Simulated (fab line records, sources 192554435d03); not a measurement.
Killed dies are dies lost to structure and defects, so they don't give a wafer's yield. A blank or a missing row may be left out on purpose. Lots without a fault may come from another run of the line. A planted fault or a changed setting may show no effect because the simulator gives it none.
A struck lot beside a sound one | flow n5_finfet | 16 steps out of a route of 1938
Sound: wafers L119.2, L119.3, L119.6. Struck: wafer L117.1. (L117.3 of the same lot was not struck and is left out.) The cause comes at the end.
At each step with rows: each side's tool, then ch and its chambers, then its first start. Under that, the readings that differ: sound wafers | struck wafers | difference of the means | sigmas: that difference in standard deviations of wafers without a fault.
alike: readings whose means differ by less than 2 such deviations, and words and numbers that are the same on both sides. not compared: withheld readings, readings that some wafer has no value for, bounds like >300 that may hide the same value, and numbers for which the record gives no deviation and whose values overlap.
The two part at a step that has a row with sigmas, a row that says differs or no value, or rows on one side only. Numbers that don't overlap but have no deviation are shown without sigmas and don't part them. A reading that every wafer of one side lacks parts them only if that side has two wafers or more.

first, 4 steps without rows for these wafers: N5_HKMG_FIN_SOFTBAKE_07 (time 60 s); N5_HKMG_FIN_EXPOSE_09 (exposes mask NWFM); N5_HKMG_FIN_PEB_10 (peb time 60 s); N5_HKMG_FIN_DEVELOP_11 (develop time 30 s).
N5_HKMG_FIN_CD_MEAS_12: target cd 92.8 nm.
  sound on cd_sem-02 ch 0, day 9 17:36; struck on cd_sem-02 ch 0, day 9 06:19
  alike: cd_nm
N5_HKMG_FIN_OVL_MEAS_13:
  sound on overlay-01 ch 0, day 9 17:38; struck on overlay-01 ch 0, day 9 06:21
  alike: NWFM_OVL
N5_HKMG_FIN_INSPECT_14: inspects for defects (macro).
  sound on defect_inspect-01, day 9 17:39; struck on defect_inspect-01, day 9 06:22
  alike: raw_defect_count
N5_HKMG_FIN_DESCUM_17: chemistry O2, time 7.9 s.
  sound on rie_diel-04 ch 2,3, day 9 18:07; struck on rie_diel-06 ch 2, day 9 06:25
  alike: drypump_motor_current_A, oes_product_au, rf_vpp_V, showerhead_plenum_p_Torr, throttle_valve_pct
  not compared: rf_hours_counter_h
N5_HKMG_FIN_ETCH_31: etches SiARC in CF4, target depth 45.5 nm, time 75.8 s.
  sound on rie_diel-04 ch 2,3, day 9 18:10; struck on rie_diel-06 ch 2, day 9 06:26
  alike: bias_w, drypump_motor_current_A, etch_rf_on_time_s, oes_product_au, rf_vpp_V, showerhead_plenum_p_Torr, throttle_valve_pct
  not compared: rf_hours_counter_h
N5_HKMG_FIN_ETCH_32: etches SOC in N2/H2, target depth 240 nm, time 300 s.
  sound on rie_diel-04 ch 2,3, day 9 18:16; struck on rie_diel-06 ch 2, day 9 06:30
  reading                | sound             | struck | difference | sigmas
  rf_vpp_V (V)           | 527.7 522.1 521.9 | 519.1  | -4.8       | -2
  throttle_valve_pct (%) | 18.08 17.34 17.34 | 18.20  | +0.61      | +2
  alike: bias_w, drypump_motor_current_A, oes_product_au, run_length_s, showerhead_plenum_p_Torr
  not compared: rf_hours_counter_h
then, 1 step without rows for these wafers: N5_HKMG_FIN_STRIP_33 (strips in N2/H2).
N5_HKMG_FIN_STRIP_34: strips in CF4.
  sound on rie_diel-04 ch 2,3, day 9 18:32; struck on rie_diel-06 ch 2, day 9 06:41
  alike: drypump_motor_current_A, oes_product_au, rf_vpp_V, showerhead_plenum_p_Torr, throttle_valve_pct
  not compared: rf_hours_counter_h
N5_HKMG_FIN_ETCH_35: etches SOC in N2/H2, target depth 215.8 nm, time 243.4 s.
  sound on rie_diel-04 ch 2,3, day 9 18:34; struck on rie_diel-06 ch 2, day 9 06:43
  reading                                   | sound             | struck | difference | sigmas
  run_length_s (s)                          | 265.9 266.8 266.3 | 329.1  | +62.8      | +99 or more
  throttle_valve_pct (%)                    | 18.10 17.35 17.36 | 18.18  | +0.58      | +2
  model.etch.depth_nm (nm)                  | 210.8 222.5 221.4 | 264.8  | +46.6      |
  model.SOC_of_HKMG_FIN_COAT_29.thk_nm (nm) | 88.4 77.2 79.2    | 34.8   | -46.8      |
  model.HKMG_FIN.feature_depth_nm (nm)      | 210.8 222.4 221.4 | 264.8  | +46.6      |
  alike: bias_w, drypump_motor_current_A, oes_product_au, rf_vpp_V, showerhead_plenum_p_Torr
  not compared: rf_hours_counter_h
N5_HKMG_FIN_STRIP_92: strips SOC in N2/H2, time 20 s.
  sound on rie_diel-04 ch 2,3, day 9 18:48; struck on rie_diel-06 ch 2, day 9 06:52
  reading                                   | sound          | struck | difference | sigmas
  throttle_valve_pct (%)                    | 19.3 18.4 18.4 | 19.7   | +1.0       | +2
  model.SOC_of_HKMG_FIN_COAT_29.thk_nm (nm) | 78.2 66.8 68.6 | 25     | -46        |
  alike: drypump_motor_current_A, oes_product_au, rf_vpp_V, showerhead_plenum_p_Torr
  not compared: rf_hours_counter_h
then, 1 step without rows for these wafers: N5_HKMG_FIN_WET_ETCH_18 (etches TiN in SC1, time 55 s, target depth 5.2 nm, rinse time 30 s).
-- the record jumps here: 4 days lie between the struck wafers' starts before and after (it left off in module HKMG_FIN and takes up again in module BEOL_M4, whose first step shown is number 1111 of the route) --
N5_BEOL_M4_RC_MEAS_101:
  sound on prober-01 ch 0, day 14 08:02; struck on prober-01 ch 0, day 13 07:59
  alike: DIBL_N, DIBL_P, IOFF_N, IOFF_P, ION_N, ION_P, SS_N, SS_P, VT_N, VT_P

WHERE THEY PART
First at N5_HKMG_FIN_ETCH_32; last, within this record, at N5_HKMG_FIN_STRIP_92. Later steps at which nothing parts them and some readings are alike: N5_BEOL_M4_RC_MEAS_101.

WHY: what the simulator had put in
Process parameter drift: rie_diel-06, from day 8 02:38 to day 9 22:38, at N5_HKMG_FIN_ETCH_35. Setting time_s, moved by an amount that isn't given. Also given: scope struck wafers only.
